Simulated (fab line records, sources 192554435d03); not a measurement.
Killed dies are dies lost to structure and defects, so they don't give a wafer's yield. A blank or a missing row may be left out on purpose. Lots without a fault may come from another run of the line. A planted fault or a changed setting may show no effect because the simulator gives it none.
Problem report in the 8D (eight disciplines) form, filled by code | flow n5_finfet | the parts of the form that need people (team, actions taken, sign-off) are left out

1. THE PROBLEM
run_length_s at N5_BEOL_M1_CVD_47 reads a mean of 451.6 s on 3 wafers of 3 lots; wafers without a fault read 247.2 s with a standard deviation of 0.45. That is +99 or more standard deviations from the usual mean.
The step: deposits Co from CCTBA/H2, target thk 3 nm, time 223.8 s.
First seen on wafer L129.6, day 10 10:46, on cvd_co-02. The record holds 26 wafers of 10 lots with a number at this step. Rule for "out", or "out of limits": more than 4 standard deviations from the usual mean. The other wafers with a number count as sound.

2. WHAT IT IS AND WHAT IT IS NOT
question                    | is                     | is not
which readings at this step | run_length_s           | -
which lots                  | L129, L130, L132       | L114, L115, L118, L121, L122, L123, L137
which wafers of those lots  | L129.6, L130.6, L132.2 | L129.1, L130.1, L132.1
read on which tools         | cvd_co-02              | cvd_co-01
when                        | from day 10 10:46      | up to then (18 sound wafers); but 5 sound wafers of L130, L132, L137 came after

3. SUSPECTS, AND WHAT RULES EACH OUT
Counting: a tool at a process step up to the reading stays a suspect if it ran every lot that is out. Sound lots after the first of them don't rule it out here, since some wafers of a struck lot are sound.
- cvd_co-02 at N5_BEOL_M1_CVD_47 (deposits Co from CCTBA/H2, target thk 3 nm, time 223.8 s): kept. It ran every lot that is out, first L129 (day 10 10:46); its last sound lot up to then is L118 (day 7 15:48). Its own readings are out on those wafers: run_length_s.
Left after counting: cvd_co-02 at N5_BEOL_M1_CVD_47.

4. THE CAUSE (what the simulator had put in)
Process parameter drift: cvd_co-02, from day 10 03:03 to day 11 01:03, at N5_BEOL_M1_CVD_47. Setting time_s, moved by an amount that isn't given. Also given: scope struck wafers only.
Counting left only this tool.

5. THE CHAIN OF EFFECTS, in route order
Each row: a reading whose mean over the struck wafers that have a number lies more than 3 standard deviations from the usual. Only readings for which the record gives a usual standard deviation are gone through. hours: the time from each lot's start at the first step in this table that gives one to its start at this step, as a median over the lots. sigmas: the change in usual standard deviations.
hours | step              | reading      | usual   | on struck wafers | change | sigmas
0     | N5_BEOL_M1_CVD_47 | run_length_s | 247.2 s | 451.6            | +204.4 | +99 or more
The process steps in it:
- N5_BEOL_M1_CVD_47: deposits Co from CCTBA/H2, target thk 3 nm, time 223.8 s.
Later measuring or inspecting steps at which every struck wafer that the step has a row for has a number for every such reading, and none has moved that far: N5_BEOL_M4_RC_MEAS_101.

6. WHAT WOULD HAVE CAUGHT IT SOONER
In this record the first reading out of limits was taken at day 10 10:46, 8 hours after the fault began at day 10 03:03.
